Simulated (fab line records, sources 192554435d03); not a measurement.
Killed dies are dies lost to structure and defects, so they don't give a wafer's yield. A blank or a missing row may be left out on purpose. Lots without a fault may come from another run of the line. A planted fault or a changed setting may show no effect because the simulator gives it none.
fab line records | flow n5_finfet
record lots=14 wafers=42 last_day=17
route steps=1938 shown BEOL_M12@1618
lots that met no fault: from a run of the same line without faults
start_h: hours from the record's first day to the start of the lot's first wafer shown | wait_h: hours since the lot's step before | " the same as in the row above | L1.1+2: a row that stands for several wafers | - no value, or no start given | * or withheld: withheld | < > ~ a bound
route shown NAME@n: a module of which the file shows steps, and the number in the route of the first | usual: mean/standard deviation of fault-free wafers | same: alike in all rows | chamber/n: place in a boat | sites: the reading at each site | _std_site: their standard deviation | _edge_site: outer sites' mean less inner sites' | radius_mm: how far each site lies from the wafer's centre | mask NAME#n: copy n | behind: the tool/chamber that last shaped the wafer | hold: why the lot was held/for how many hours/how that ended | device: the transistor (n, p or np) that didn't switch | end of line: the same wafers' tests at the end of the route | a step without rows: its recipe alone | killed: dies lost to structure and defects at the first sort, not the wafer's yield | map: a wafer's dies, x killed, . not, _ none there
set.NAME: the setting as run; set.NAME@STEP: as run at that earlier step | model.NAME: the simulator's own value behind a step, which no gauge read
steps of the route over a sample of lots; a table a step, a row a wafer
services: from which hour (start_h, from the record's first day; less than 0 if before it) a tool's chamber was out of use, for how many hours, and why
## steps
# step N5_BEOL_M12_STRIP_63
# recipe chemistry=N2/H2 power_w=1000 temp_c=250 h2_frac=0.65 overash_fraction=0.3 pressure_mtorr=1000 n2_flow_sccm=1750 h2_flow_sccm=3250
# usual drypump_motor_current_A=5.41/0.13 heater_power_w=323/34 oes_product_au=0.693/0.0044 strip_time_to_endpoint_s=42.3/0.76
# columns lot.wafer tool chamber start_h wait_h drypump_motor_current_A heater_power_w oes_product_au rf_hours_counter_h strip_time_to_endpoint_s
L916.1 plasma_asher-01 0 233.26 - 5.19 311 0.689 67 43.1
L916.2 " 1 " " 5.56 266 0.692 67 43.6
L916.4 " 1 " " 5.55 261 0.693 - 41.8
L918.1 plasma_asher-01 0 249.26 - 5.17 309 0.691 72 42.7
L918.4 " 1 " " 5.56 271 0.693 - 41.5
L918.6 " 0 " " 5.18 315 0.694 - 41.7
L919.1 plasma_asher-01 1 255.25 - 5.54 265 0.694 73 42.2
L919.3 " 1 " " 5.53 271 0.695 - 42.7
L919.5 " 1 " " 5.55 268 0.697 - 41.6
L920.3 plasma_asher-02 0 264.81 - 5.40 351 0.698 - 42.7
L920.4 " 1 " " 5.47 325 0.698 - 42.4
L920.6 " 1 " " 5.48 334 0.691 - 42.9
L921.1 plasma_asher-01 0 270.78 - 5.22 316 0.688 77 41.5
L921.2 " 1 " " 5.59 266 0.684 77 41.3
L921.6 " 1 " " 5.56 271 0.686 - 40.8
L923.1 plasma_asher-02 0 280.01 - 5.40 359 0.697 126 43.1
L923.3 " 1 " " 5.51 337 0.692 - 44.2
L923.6 " 0 " " 5.39 370 0.688 - 42.4
L922.3 plasma_asher-01 0 280.12 - 5.20 313 0.691 - 43.9
L922.5 " 1 " " 5.51 272 0.699 - 43.0
L922.6 " 0 " " 5.19 313 0.687 - 41.5
L924.2 plasma_asher-02 1 282.92 - 5.47 327 0.687 127 43.0
L924.5 " 1 " " 5.48 333 0.686 - 41.5
L924.6 " 0 " " 5.38 365 0.686 - 42.2
L932.2 plasma_asher-02 1 332.74 - 5.49 340 0.688 136 42.0
L932.4 " 0 " " 5.38 367 0.691 - 43.4
L932.5 " 0 " " 5.38 365 0.690 - 42.7
L933.2 plasma_asher-01 0 340.45 - 5.22 317 0.697 92 43.6
L933.4 " 1 " " 5.52 268 0.696 - 42.6
L933.5 " 0 " " 5.18 312 0.698 - 42.9
L934.1 plasma_asher-02 0 350.37 - 5.39 368 0.699 139 42.9
L934.4 " 1 " " 5.51 329 0.688 - 41.7
L934.6 " 1 " " 5.52 329 0.697 - 41.2
L935.3 plasma_asher-02 0 363.12 - 5.37 360 0.688 - 41.4
L935.5 " 0 " " 5.39 360 0.692 - 42.4
L935.6 " 1 " " 5.46 327 0.688 - 41.3
L936.3 plasma_asher-02 0 366.61 - 5.39 351 0.695 - 42.1
L936.5 " 0 " " 5.39 364 0.698 - 40.7
L936.6 " 1 " " 5.47 331 0.696 - 42.1
L938.3 plasma_asher-02 0 375.31 - 5.38 361 0.694 - 43.3
L938.4 " 1 " " 5.49 329 0.700 - 42.1
L938.5 " 0 " " 5.37 360 0.692 - 41.1
# step N5_BEOL_M12_DEVELOP_27
# recipe develop_time_s=45 rinse_liquid=diw dry=air_spin dev_temp_c=21
# usual chill_plate_temp_C=23.02/0.1 develop_time_s=45/0
# columns lot.wafer tool chamber start_h wait_h chill_plate_temp_C develop_time_s
L916.1 litho_track-05 0 233.68 - 23.17 45
L916.2 " 0 " " 23.07 45
L916.4 " 0 " " 23.11 45
L918.1 litho_track-05 0 249.81 - 23.15 45
L918.4 " 0 " " 23.07 45
L918.6 " 0 " " 23.10 45
L919.1 litho_track-05 0 255.80 - 23.04 45
L919.3 " 0 " " 23.06 45
L919.5 " 0 " " 22.98 45
L920.3 litho_track-02 0 265.28 - 23.20 45
L920.4 " 0 " " 22.87 45
L920.6 " 0 " " 23.05 45
L921.1 litho_track-05 0 271.34 - 22.77 45
L921.2 " 0 " " 22.86 45
L921.6 " 0 " " 22.99 45
L923.1 litho_track-02 0 280.43 - 23.02 45
L923.3 " 0 " " 23.00 45
L923.6 " 0 " " 23.02 45
L922.3 litho_track-05 - 280.53 - - -
L922.5 " - " " - -
L922.6 " - " " - -
L924.2 litho_track-03 - 283.47 - - -
L924.5 " - " " - -
L924.6 " - " " - -
L932.2 litho_track-03 0 333.17 - 22.94 45
L932.4 " 0 " " 23.20 45
L932.5 " 0 " " 23.08 45
L933.2 litho_track-02 0 340.88 - 23.12 45
L933.4 " 0 " " 23.02 45
L933.5 " 0 " " 22.96 45
L934.1 litho_track-03 0 350.92 - 23.06 45
L934.4 " 0 " " 23.09 45
L934.6 " 0 " " 22.96 45
L935.3 litho_track-03 0 363.52 - 22.89 45
L935.5 " 0 " " 23.03 45
L935.6 " 0 " " 22.95 45
L936.3 litho_track-03 0 367.13 - 22.99 45
L936.5 " 0 " " 22.93 45
L936.6 " 0 " " 23.11 45
L938.3 litho_track-05 0 375.84 - 23.03 45
L938.4 " 0 " " 23.18 45
L938.5 " 0 " " 23.16 45
# step N5_BEOL_M12_DESCUM_33
# recipe chemistry=O2 time_s=7.9 source_power_w=50 bias_power_w=20 pressure_mtorr=20 rf_frequency_hz=2.712e+07 temp_c=40 o2_flow_sccm=225
# usual drypump_motor_current_A=5.7/0.42 oes_product_au=0.82/0.083 rf_vpp_V=243.4/1.4 showerhead_plenum_p_Torr=2.11/0.06 throttle_valve_pct=20.42/0.25
# columns lot.wafer tool chamber start_h wait_h drypump_motor_current_A oes_product_au rf_hours_counter_h rf_vpp_V showerhead_plenum_p_Torr throttle_valve_pct
L916.1 rie_diel-02 3 233.91 0.1 5.1 0.80 78 241.3 2.12 20.47
L916.2 " 1 " " 6.1 0.75 144 243.0 2.08 20.47
L916.4 " 0 " " 5.2 0.89 43 240.9 2.04 20.33
L918.1 rie_diel-03 0 251.39 1.4 5.4 1.00 6 245.1 2.22 20.01
L918.4 " 2 " " 5.5 0.74 - 243.7 2.16 20.44
L918.6 " 0 " " 5.4 0.99 - 245.1 2.22 20.02
L919.1 rie_diel-02 2 257.28 1.3 5.8 0.84 76 241.9 2.05 20.61
L919.3 " 1 " " 6.1 0.73 154 242.6 2.07 20.48
L919.5 " 2 " " 5.8 0.84 - 242.7 2.05 20.61
L920.3 rie_diel-03 3 265.48 0.0 6.2 0.80 118 243.6 2.12 20.40
L920.4 " 1 " " 6.2 0.95 6 242.4 2.06 20.70
L920.6 " 0 " " 5.4 0.98 - 245.0 2.21 20.05
L921.1 rie_diel-02 0 271.53 0.0 5.2 0.88 58 243.4 2.04 20.35
L921.2 " 2 " " 5.7 0.83 82 240.9 2.04 20.63
L921.6 " 2 " " 5.7 0.83 - 242.4 2.04 20.61
L923.1 rie_diel-06 3 280.78 0.2 4.9 0.87 46 241.3 2.03 20.55
L923.3 " 2 " " 5.3 0.87 51 245.7 2.20 19.94
L923.6 " 2 " " 5.4 0.87 - 245.5 2.20 19.94
L922.3 rie_diel-02 2 280.79 0.1 5.8 0.83 85 242.6 2.04 20.63
L922.5 " 1 " " 6.1 0.72 - 243.0 2.07 20.49
L922.6 " 2 " " 5.7 0.83 - 243.5 2.04 20.63
L924.2 rie_diel-02 0 283.71 0.0 5.3 0.86 62 242.2 2.03 20.37
L924.5 " 1 " " 6.2 0.71 - 244.0 2.07 20.50
L924.6 " 2 " " 5.8 0.82 - 240.8 2.04 20.64
L932.2 rie_diel-03 1 333.37 0.0 6.2 0.89 27 242.4 2.05 20.73
L932.4 " 3 " " 6.2 0.78 140 242.6 2.11 20.42
L932.5 " 1 " " 6.2 0.88 - 242.9 2.05 20.72
L933.2 rie_diel-06 2 341.49 0.4 5.4 0.82 75 245.2 2.19 19.98
L933.4 " 2 " " 5.4 0.84 - 245.2 2.19 19.99
L933.5 " 0 " " 5.8 0.95 - 241.5 2.06 19.98
L934.1 rie_diel-03 3 351.36 0.3 6.2 0.77 147 243.9 2.11 20.44
L934.4 " 1 " " 6.2 0.89 33 242.4 2.05 20.74
L934.6 " 0 " " 5.4 0.90 - 244.3 2.20 20.08
L935.3 rie_diel-02 3 363.72 0.0 5.1 0.75 124 244.0 2.11 20.56
L935.5 " 0 " " 5.2 0.82 - 240.7 2.02 20.38
L935.6 " 3 " " 5.1 0.75 - 244.0 2.11 20.53
L936.3 rie_diel-03 3 367.33 0.0 6.2 0.77 153 243.2 2.11 20.44
L936.5 " 3 " " 6.2 0.76 - 242.4 2.11 20.44
L936.6 " 0 " " 5.4 0.90 - 244.9 2.20 20.08
L938.3 rie_diel-03 1 376.04 0.0 6.2 0.87 39 241.3 2.05 20.75
L938.4 " 0 " " 5.4 0.90 - 244.0 2.20 20.11
L938.5 " 3 " " 6.2 0.76 - 242.5 2.10 20.45
# step N5_BEOL_M12_ETCH_68
# recipe chemistry=N2/H2 target=SOC mask_material=SiARC source_w=3000 bias_w=350 temp_c=40 time_s=285 ion_energy_ev=200 pressure_mtorr=30 n2_flow_sccm=200 h2_flow_sccm=200
# usual drypump_motor_current_A=5.7/0.42 oes_product_au=0.82/0.08 rf_vpp_V=524.5/2.5 showerhead_plenum_p_Torr=2.57/0.082 throttle_valve_pct=17.80/0.24
# columns lot.wafer tool chamber start_h wait_h drypump_motor_current_A oes_product_au rf_hours_counter_h rf_vpp_V showerhead_plenum_p_Torr throttle_valve_pct
L916.1 rie_diel-02 3 234.09 0.1 5.1 0.80 78 525.1 2.57 17.78
L916.2 " 1 " " 6.2 0.75 144 524.2 2.56 17.95
L916.4 " 0 " " 5.3 0.90 43 522.2 2.48 17.71
L918.1 rie_diel-03 0 251.57 0.1 5.4 1.00 7 527.5 2.70 17.40
L918.4 " 2 " " 5.5 0.74 - 527.4 2.65 18.02
L918.6 " 0 " " 5.4 1.00 - 529.6 2.70 17.40
L919.1 rie_diel-02 2 257.46 0.1 5.8 0.83 76 521.8 2.46 17.85
L919.3 " 1 " " 6.2 0.74 154 524.4 2.56 17.96
L919.5 " 2 " " 5.8 0.83 - 521.6 2.46 17.83
L920.3 rie_diel-03 3 265.66 0.1 6.2 0.81 118 524.7 2.57 17.69
L920.4 " 1 " " 6.2 0.95 6 524.1 2.50 18.01
L920.6 " 0 " " 5.4 0.97 - 528.6 2.70 17.40
L921.1 rie_diel-02 0 271.72 0.1 5.2 0.87 58 522.7 2.48 17.74
L921.2 " 2 " " 5.8 0.82 82 522.2 2.46 17.87
L921.6 " 2 " " 5.7 0.83 - 521.9 2.46 17.86
L923.1 rie_diel-06 3 280.96 0.1 4.9 0.85 46 520.5 2.47 17.82
L923.3 " 2 " " 5.4 0.87 51 528.7 2.70 17.49
L923.6 " 2 " " 5.4 0.87 - 529.0 2.70 17.47
L922.3 rie_diel-02 2 280.97 0.1 5.7 0.82 85 520.0 2.46 17.87
L922.5 " 1 " " 6.2 0.72 - 524.6 2.55 17.96
L922.6 " 2 " " 5.7 0.82 - 522.1 2.46 17.85
L924.2 rie_diel-02 0 283.89 0.1 5.2 0.86 62 521.6 2.48 17.76
L924.5 " 1 " " 6.2 0.71 - 524.5 2.55 17.99
L924.6 " 2 " " 5.8 0.82 - 522.4 2.46 17.83
L932.2 rie_diel-03 1 333.55 0.1 6.2 0.89 27 522.7 2.50 18.05
L932.4 " 3 " " 6.2 0.78 140 524.0 2.56 17.75
L932.5 " 1 " " 6.2 0.89 - 523.0 2.50 18.05
L933.2 rie_diel-06 2 341.68 0.1 5.4 0.85 75 527.1 2.69 17.52
L933.4 " 2 " " 5.4 0.84 - 527.5 2.69 17.51
L933.5 " 0 " " 5.8 0.93 - 522.6 2.51 17.32
L934.1 rie_diel-03 3 351.54 0.1 6.2 0.77 147 522.1 2.55 17.74
L934.4 " 1 " " 6.2 0.87 33 523.1 2.49 18.06
L934.6 " 0 " " 5.4 0.89 - 527.8 2.69 17.46
L935.3 rie_diel-02 3 363.90 0.1 5.1 0.76 125 524.6 2.55 17.88
L935.5 " 0 " " 5.2 0.82 - 522.0 2.47 17.78
L935.6 " 3 " " 5.1 0.75 - 525.6 2.55 17.87
L936.3 rie_diel-03 3 367.51 0.1 6.2 0.78 154 523.9 2.55 17.75
L936.5 " 3 " " 6.2 0.77 - 523.6 2.55 17.78
L936.6 " 0 " " 5.4 0.89 - 528.9 2.69 17.47
L938.3 rie_diel-03 1 376.22 0.1 6.2 0.86 39 522.5 2.49 18.07
L938.4 " 0 " " 5.4 0.88 - 528.6 2.68 17.46
L938.5 " 3 " " 6.2 0.77 - 524.3 2.55 17.75
## services
# columns tool chamber start_h hours kind
rie_diel-06 2 210.88 4.2 repair
rie_diel-03 0 221.15 - clean
rie_diel-03 0 221.15 - consumable_replace:focus_ring
rie_diel-03 0 221.15 - consumable_replace:showerhead
rie_diel-03 0 221.15 18.5 scheduled_down
rie_diel-03 0 221.15 18.5 vent_cycle
plasma_asher-02 - 228.73 0.9 repair
rie_diel-03 1 239.65 - clean
rie_diel-03 1 239.65 - consumable_replace:focus_ring
rie_diel-03 1 239.65 15.2 scheduled_down
rie_diel-03 1 239.65 15.2 vent_cycle
litho_track-03 - 241.81 - consumable_replace:filter
rie_diel-06 - 246.45 15.6 pm
rie_diel-03 1 272.43 3.8 repair
plasma_asher-02 - 290.24 1.8 repair
rie_diel-06 0 299.85 - clean
litho_track-05 - 321.95 - consumable_replace:filter
rie_diel-06 1 325.72 3.3 repair
rie_diel-06 0 334.10 3.4 repair
rie_diel-06 3 336.91 10.0 repair
rie_diel-06 - 351.65 0.6 repair
rie_diel-03 1 356.01 2.6 repair
rie_diel-03 1 368.38 5.3 repair
rie_diel-03 2 373.09 17.8 repair
## key
first_sign step=N5_BEOL_M12_DEVELOP_27 reading=tool_record direction=missing
effect none on later readings
met_at N5_BEOL_M12_DEVELOP_27
struck_lots L922,L924
later_rows_left_out L922.3,L922.5,L922.6,L924.2,L924.5,L924.6
sort_left_out L922.3,L922.5,L922.6,L924.2,L924.5,L924.6
not_acting_at N5_BEOL_M12_STRIP_63,N5_BEOL_M12_DESCUM_33,N5_BEOL_M12_ETCH_68
onset_between 271.34 280.53
fault kind=skipped_step_whole tool=litho_track-03,litho_track-05 chamber=- onset_h=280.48 steps=N5_BEOL_M12_DEVELOP_27 scope=struck_lots_only
# sort_left_out: the simulated sort isn't trusted on such a fault, so these wafers' sort isn't shown, and their yield isn't known
# later_rows_left_out: the simulator's readings of these wafers behind a module that went badly wrong aren't trusted and aren't shown, but for the sort
